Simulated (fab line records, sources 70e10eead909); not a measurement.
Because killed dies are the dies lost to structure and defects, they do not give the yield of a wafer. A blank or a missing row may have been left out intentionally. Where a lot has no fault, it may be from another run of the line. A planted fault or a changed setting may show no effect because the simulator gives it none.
Tool commonality check	flow nand harc	48 wafers sampled across 14 lots

THE REASON FOR OPENING IT
Flagged at NHARC_P_ZERO_WELL_INSPECT_43: reading raw defect count, on 2 of 14 lots. No-fault wafers: 12, standard deviation 5.5.
Rule: flag the lot when none of its wafers has a number, or when each of its wafers that has one lies beyond 4 standard deviations from that mean. All remaining lots are regarded as sound.

lot	measured	on	raw defect count, wafer by wafer	flag
L133	day 2 03:34	defect inspect-01	24 30 20	
L134	day 2 13:49	defect inspect-02	6 13 6	
L135	day 2 23:31	defect inspect-01	5 4 12	
L136	day 3 09:20	defect inspect-01	14 14 9	
L141	day 5 11:35	defect inspect-02	10 20 15	
L143	day 6 07:36	defect inspect-02	310 294 311 310 293 306	FLAGGED
L144	day 6 17:35	defect inspect-01	300 293 300 296 290 306	FLAGGED
L148	day 8 09:52	defect inspect-02	12 17 12	
L149	day 8 19:43	defect inspect-02	9 13 17	
L152	day 10 02:10	defect inspect-02	13 24 17	
L153	day 10 13:59	defect inspect-01	8 10 9	
L154	day 10 21:48	defect inspect-02	23 12 12	
L155	day 11 07:43	defect inspect-01	9 24 16	
L156	day 11 17:30	defect inspect-02	25 10 18	
On average the flagged lots' numbers are 301, which is +289 against the usual, or +52 standard deviations.

WHICH TOOL RAN EACH LOT
2 process steps preceding the reading are held in the record, out of 1302 steps in the route. Each cell gives the tool, then ch followed by the chambers the sampled wafers passed through, then the start.
lot	flag	NHARC_P_ZERO_WELL_PECVD_02	NHARC_P_ZERO_WELL_ETCH_63
L133		pecvd-03 ch 1,2, day 1 20:27	rie si-03 ch 1,2, day 1 21:40
L134		pecvd-03 ch 0,1,2, day 2 06:26	rie si-03 ch 0,2,3, day 2 07:43
L135		pecvd-01 ch 0,1,2, day 2 16:29	rie si-02 ch 2,3, day 2 17:44
L136		pecvd-03 ch 0,2, day 3 02:32	rie si-05 ch 1,2,3, day 3 03:41
L141		pecvd-02 ch 0,1,2, day 5 04:29	rie si-05 ch 0,2,3, day 5 05:49
L143	FLAGGED	pecvd-02 ch 1,2, day 6 00:27	rie si-03 ch 0,1,3, day 6 01:41
L144	FLAGGED	pecvd-02 ch 1,2, day 6 10:27	rie si-02 ch 0,1,2, day 6 11:40
L148		pecvd-01 ch 0,1,2, day 8 02:32	rie si-02 ch 0,1,3, day 8 03:45
L149		pecvd-03 ch 0,1,2, day 8 12:32	rie si-02 ch 0,3, day 8 13:49
L152		pecvd-01 ch 0,2, day 9 18:27	rie si-02 ch 1,3, day 9 20:13
L153		pecvd-02 ch 0,1,2, day 10 04:26	rie si-02 ch 0,1,3, day 10 05:35
L154		pecvd-01 ch 0,1,2, day 10 14:34	rie si-03 ch 1,2, day 10 15:40
L155		pecvd-01 ch 0,2, day 11 00:27	rie si-02 ch 1,3, day 11 01:45
L156		pecvd-02 ch 0,1,2, day 11 10:27	rie si-05 ch 0,3, day 11 11:35
What these steps do:
- NHARC_P_ZERO_WELL_PECVD_02: deposits SiO2, target thk 10 nm.
- NHARC_P_ZERO_WELL_ETCH_63: etches the open film in HBr/Cl2, target depth 120 nm, time 40.1 s.
- NHARC_P_ZERO_WELL_INSPECT_43

FLAGGED AGAINST TOTAL, ONE TOOL AT A TIME (gauges that did the reading follow at the end)
step	tool	lots run	flagged	share of the flagged lots	sound lots run after its first flagged lot
NHARC_P_ZERO_WELL_PECVD_02	pecvd-01	5	0	none	-
NHARC_P_ZERO_WELL_PECVD_02	pecvd-02	5	2	all	2 (L153,L156)
NHARC_P_ZERO_WELL_PECVD_02	pecvd-03	4	0	none	-
NHARC_P_ZERO_WELL_ETCH_63	rie si-02	7	1	some	5 (L148,L149,L152,L153,L155)
NHARC_P_ZERO_WELL_ETCH_63	rie si-03	4	1	some	1 (L154)
NHARC_P_ZERO_WELL_ETCH_63	rie si-05	3	0	none	-
NHARC_P_ZERO_WELL_INSPECT_43	defect inspect-01	6	1	some	2 (L153,L155)
NHARC_P_ZERO_WELL_INSPECT_43	defect inspect-02	8	1	some	5 (L148,L149,L152,L154,L156)

WHAT THE TABLE ALLOWS
1 row of the table ran every flagged lot: pecvd-02 at NHARC_P_ZERO_WELL_PECVD_02.
- pecvd-02 at NHARC_P_ZERO_WELL_PECVD_02 ran 5 lots, 2 of them flagged. Sound lots ran on it after the first flagged one (L153, L156), which a lasting fault on the whole tool wouldn't allow.
None of the table's rows ran every flagged lot and, after the first, no sound lot.

WHAT HAD BEEN PUT IN BY THE SIMULATOR
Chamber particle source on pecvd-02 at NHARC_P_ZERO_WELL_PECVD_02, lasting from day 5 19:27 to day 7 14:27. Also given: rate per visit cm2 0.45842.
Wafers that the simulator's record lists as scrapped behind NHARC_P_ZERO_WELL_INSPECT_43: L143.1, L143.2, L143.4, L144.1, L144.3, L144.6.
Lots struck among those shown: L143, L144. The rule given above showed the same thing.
